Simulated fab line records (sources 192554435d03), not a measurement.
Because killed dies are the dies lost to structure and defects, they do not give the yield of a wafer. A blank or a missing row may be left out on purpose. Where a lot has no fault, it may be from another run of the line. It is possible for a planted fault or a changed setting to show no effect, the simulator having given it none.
A lot that was struck, set against a sound lot || flow n5 finfet || 38 steps out of a route of 1938
Sound: wafers L201.3, L201.4, L201.6. Struck: wafers L189.4, L189.5. (L189.2 of the same lot was not struck and is left out.) The cause comes at the end.
Each step with rows lists, per side, the tool, then ch with its chambers, then its first start. Under that, the readings that differ: sound wafers || struck wafers || difference of the means || sigmas: that difference in standard deviations of wafers without a fault.
alike: same words and numbers on both sides, and readings whose means sit less than 2 such deviations apart. not compared: any withheld reading, any reading some wafer has no value for, any bound like >300 that may hide the same value, and any number with overlapping values for which the record gives no deviation.
The two part at a step that has a row with sigmas, a row that says differs or no value, or rows on one side only. When numbers do not overlap yet have no deviation, they are printed without sigmas and do not part them. A reading that every wafer of one side lacks parts them only if that side has two wafers or more.

first, 9 steps without rows for these wafers: N5_BEOL_M4_ANNEAL_95 (time 240 s); N5_BEOL_M4_SPUTTER_96 (material Cu, target thk 4.5 nm, time 8.29 s); N5_BEOL_M4_ECD_50 (material Cu, target thk 300 nm); N5_BEOL_M4_ANNEAL_51 (time 90 s); N5_BEOL_M4_CMP_52 (polishes, stops on SiOC, t overpolish 6.8 s, target thk 40 nm); N5_BEOL_M4_PRE_CLEAN_60 (time 15 s); N5_BEOL_M4_CO_CAP_55 (material Co, precursor CCTBA/H2, target thk 2 nm, time 102.1 s); N5_BEOL_M4_PRE_CLEAN_56 (time 15 s); N5_BEOL_M4_DEP_57 (deposits SiCN from 3MS/NH3, target thk 8 nm, time 14 s).
N5_BEOL_M4_RC_MEAS_101:
  sound on prober-02 ch 0, day 13 13:25; struck on prober-01 ch 0, day 10 04:07
  alike: DIBL_N, DIBL_P, IOFF_N, IOFF_P, ION_N, ION_P, SS_N, SS_P, VT_N, VT_P
then, 24 steps without rows for these wafers: N5_BEOL_M5_ILD_DEP_00 (deposits SiCOH lowk from DEMS/porogen, target thk 140.64 nm, time 25.9 s); N5_BEOL_M5_CURE_79 (cures SiCOH lowk, time 240 s); N5_BEOL_M5_PECVD_70 (deposits SiO2 from TEOS/O2, target thk 16 nm, time 18 s); N5_BEOL_M5_HM_DEP_02 (deposits TiN, target thk 20 nm); N5_BEOL_M5_COAT_59 (time 60 s, resist thk 60 nm); N5_BEOL_M5_COAT_60 (time 60 s, resist thk 12 nm); N5_BEOL_M5_COAT_71 (time 60 s, resist thk 5 nm); N5_BEOL_M5_COAT_05 (resist thk 30 nm); N5_BEOL_M5_EBR_07; N5_BEOL_M5_SOFTBAKE_06 (time 60 s); N5_BEOL_M5_EXPOSE_08 (exposes mask M5, target cd 28 nm); N5_BEOL_M5_PEB_09 (peb time 60 s); N5_BEOL_M5_DEVELOP_10 (develop time 30 s); N5_BEOL_M5_DESCUM_16 (chemistry O2, time 7 s); N5_BEOL_M5_ETCH_72 (etches underlayer in N2/H2, target depth 6.5 nm, time 5.2 s); N5_BEOL_M5_ETCH_61 (etches SiARC in CF4, target depth 15.6 nm, time 26 s); N5_BEOL_M5_ETCH_62 (etches SOC in N2/H2, target depth 75 nm, overetch 15 nm, time 112.5 s); N5_BEOL_M5_STRIP_63 (strips in N2/H2); N5_BEOL_M5_STRIP_73 (strips in N2/H2); N5_BEOL_M5_STRIP_64 (strips in CF4); N5_BEOL_M5_HM_OPEN_17 (chemistry Cl2/BCl3, target TiN, target depth 20 nm, overetch 6 nm); N5_BEOL_M5_STRIP_19 (strips in O2); N5_BEOL_M5_COAT_65 (time 60 s, resist thk 60 nm); N5_BEOL_M5_COAT_66 (time 60 s, resist thk 12 nm).
N5_BEOL_M6_CMP_52: polishes, stops on SiCOH lowk, t overpolish 6.9 s, target thk 80 nm.
  sound on cmp-01 ch 0,2, day 14 11:46; struck on cmp-04 ch 2,3, day 10 22:42
{"reading": "barrier field endpoint s (s)", "sound": "28.7 28.4 28.9", "struck": "46.6 46.7", "difference": "+18.0", "sigmas": "+26"}
{"reading": "edge zone pressure frac", "sound": "0.991 0.999 0.988", "struck": "1.004 1.005", "difference": "+0.012", "sigmas": "+3"}
{"reading": "overpolish run s (s)", "sound": "6.887 6.893 6.896", "struck": "0.039 0.044", "difference": -6.850, "sigmas": "-99 or more"}
{"reading": "time to endpoint s (s)", "sound": "63 61 62", "struck": "80 80", "difference": "+18", "sigmas": "+6"}
  alike: motor current A, slurry flow ml min
N5_BEOL_M6_THK_MEAS_53: measures by xrf.
  sound on film metro-02, day 14 12:04; struck on film metro-02, day 10 22:59
{"reading": "M6_THK (nm)", "sound": "80.1 80.7 82.1", "struck": "193.5 192.4", "difference": "+112.0", "sigmas": "+47"}
N5_BEOL_M6_INSPECT_58: inspects for defects (darkfield).
  sound on defect inspect-01, day 14 12:13; struck on defect inspect-02, day 10 23:09
{"reading": "raw defect count", "sound": "89 78 52", "struck": "1379 1359", "difference": "+1296", "sigmas": "+62"}
-- here the record skips 4 days between the struck wafers' starts before and after, leaving off in module BEOL_M6 and picking up in module PASSIVATION (first step shown: number 1936 of the route) --
N5_PASSIVATION_PROBE_49:
  rows exist in the record for the struck wafers here (prober-02, day 14 23:54), but not for the sound ones

WHERE THEY PART
First at N5_BEOL_M6_CMP_52; last, within this record, at N5_PASSIVATION_PROBE_49.

WHY: whatever the simulator had introduced
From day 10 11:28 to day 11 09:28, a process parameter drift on cmp-04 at N5_BEOL_M6_CMP_52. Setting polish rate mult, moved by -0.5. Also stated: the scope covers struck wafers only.
